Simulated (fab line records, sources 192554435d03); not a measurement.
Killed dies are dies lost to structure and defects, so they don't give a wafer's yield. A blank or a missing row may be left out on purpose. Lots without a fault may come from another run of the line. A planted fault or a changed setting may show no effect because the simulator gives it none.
Split-lot experiment | flow n5_finfet | 7 lots, 39 wafers read, on a route of 1938 steps

THE SPLIT
At N5_SD_EPI_N_DEVELOP_08 (develop time 30 s), the setting develop_time_s was moved away from the recipe's 30 s on 12 of the 39 wafers read, by -32.8% to +33.5%. The other wafers ran this setting at the recipe's value.

FROM THE SPLIT TO THE READING: what the file shows between them, 1 step
- N5_SD_EPI_N_DESCUM_14: chemistry O2, time 7.9 s

THE READING
SD_EPI_N.cd_nm (the simulator's own value, which no gauge read), in nm, at N5_SD_EPI_N_ETCH_34 (etches SiARC in CF4, target depth 45.5 nm, time 75.8 s). The file gives no usual value for it. The 27 wafers here that ran the recipe average 120.0 nm, standard deviation 0.68 nm.

wafer  | tool, chamber at the split | develop_time_s as run, s | against the recipe | SD_EPI_N.cd_nm, nm | against lot-mates on the recipe
L074.3 | litho_track-04, 0          | 30                       | recipe             | 120.2              | -
L074.4 | litho_track-04, 0          | 30                       | recipe             | 120.6              | -
L074.5 | litho_track-04, 0          | 30                       | recipe             | 121.2              | -
L078.1 | litho_track-04, 0          | 25.24                    | -15.9%             | 118.8              | -1.2
L078.4 | litho_track-04, 0          | 25.24                    | -15.9%             | 118.8              | -1.2
L078.2 | litho_track-04, 0          | 30                       | recipe             | 120                | -
L078.3 | litho_track-04, 0          | 30                       | recipe             | 120.8              | -
L078.5 | litho_track-04, 0          | 30                       | recipe             | 119.2              | -
L078.6 | litho_track-04, 0          | 25.24                    | -15.9%             | 119.4              | -0.6
L085.1 | litho_track-04, 0          | 30                       | recipe             | 120                | -
L085.2 | litho_track-04, 0          | 30                       | recipe             | 121                | -
L085.3 | litho_track-04, 0          | 40.04                    | +33.5%             | 121.4              | +1.3
L085.4 | litho_track-04, 0          | 30                       | recipe             | 119.2              | -
L085.5 | litho_track-04, 0          | 40.04                    | +33.5%             | 122                | +1.9
L085.6 | litho_track-04, 0          | 40.04                    | +33.5%             | 122                | +1.9
L090.1 | litho_track-04, 0          | 30                       | recipe             | 120.2              | -
L090.2 | litho_track-04, 0          | 20.15                    | -32.8%             | 118                | -2.9
L090.3 | litho_track-04, 0          | 30                       | recipe             | 121.8              | -
L090.4 | litho_track-04, 0          | 20.15                    | -32.8%             | 117.8              | -3.1
L090.5 | litho_track-04, 0          | 20.15                    | -32.8%             | 117.6              | -3.3
L090.6 | litho_track-04, 0          | 30                       | recipe             | 120.6              | -
L094.1 | litho_track-04, 0          | 30                       | recipe             | 120                | -
L094.6 | litho_track-04, 0          | 30                       | recipe             | 120                | -
L094.2 | litho_track-04, 0          | 30                       | recipe             | 120.4              | -
L094.3 | litho_track-04, 0          | 30                       | recipe             | 119.6              | -
L094.4 | litho_track-04, 0          | 30                       | recipe             | 118.8              | -
L094.5 | litho_track-04, 0          | 30                       | recipe             | 119.4              | -
L096.1 | litho_track-02, 0          | 30                       | recipe             | 120                | -
L096.2 | litho_track-02, 0          | 40.05                    | +33.5%             | 122.2              | +2.6
L096.3 | litho_track-02, 0          | 40.05                    | +33.5%             | 122.2              | +2.6
L096.4 | litho_track-02, 0          | 30                       | recipe             | 119.4              | -
L096.6 | litho_track-02, 0          | 30                       | recipe             | 119.4              | -
L096.5 | litho_track-02, 0          | 40.05                    | +33.5%             | 122                | +2.4
L097.1 | litho_track-03, 0          | 30                       | recipe             | 119.6              | -
L097.5 | litho_track-03, 0          | 30                       | recipe             | 119.6              | -
L097.2 | litho_track-03, 0          | 30                       | recipe             | 120.2              | -
L097.3 | litho_track-03, 0          | 30                       | recipe             | 119.2              | -
L097.4 | litho_track-03, 0          | 30                       | recipe             | 119.4              | -
L097.6 | litho_track-03, 0          | 30                       | recipe             | 119.8              | -

THE FIT
A straight line over all 39 wafers: SD_EPI_N.cd_nm changes by +0.0617 nm for each +1% of develop_time_s; r = +0.87; the points scatter about the line by 0.6 nm.
The same after taking each lot's own level away (the mean of its wafers on the recipe; 39 wafers): +0.0731 nm for each +1%; r = +0.92; scatter 0.53 nm.
On that fit, the largest move of develop_time_s shifts the reading by 2.4 nm.
The lots' own levels span 119.60 to 120.87 nm, that is 1.9 times the standard deviation above.
So the lot-to-lot level changes the slope: the two fits differ.
Check: with one of the wafers moved furthest among these (+33.5%) left out of the fit, the line predicts +2.33 nm for it against its lot-mates. It came out at +2.6 nm against them.

OTHER SPLITS ON THESE WAFERS
These wafers also went through other splits before the reading. Each is held against what the fit with the lots' levels taken away leaves over:
other split on the same wafers          | wafers away from the commonest value | r with SD_EPI_N.cd_nm (lot level and that fit taken away)
N5_ZERO_LAYER_DEVELOP_10 develop_time_s | 15                                   | -0.09

THE WHOLE CHAIN: every reading that the file lists as answering this split, in the file's order
step                  | what it does                                           | reading                                                         | change (the file's fit)                | r (the file's)
N5_SD_EPI_N_DESCUM_14 | chemistry O2, time 7.9 s                               | SD_EPI_N.cd_nm (the simulator's own value, which no gauge read) | +0.0676 nm for each +1% of the setting | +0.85
N5_SD_EPI_N_ETCH_34   | etches SiARC in CF4, target depth 45.5 nm, time 75.8 s | SD_EPI_N.cd_nm (the simulator's own value, which no gauge read) | +0.0726 nm for each +1% of the setting | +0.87

THE FILE'S OWN FIT
SD_EPI_N.cd_nm changes by +0.0726 nm for each +1% of develop_time_s, r = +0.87.
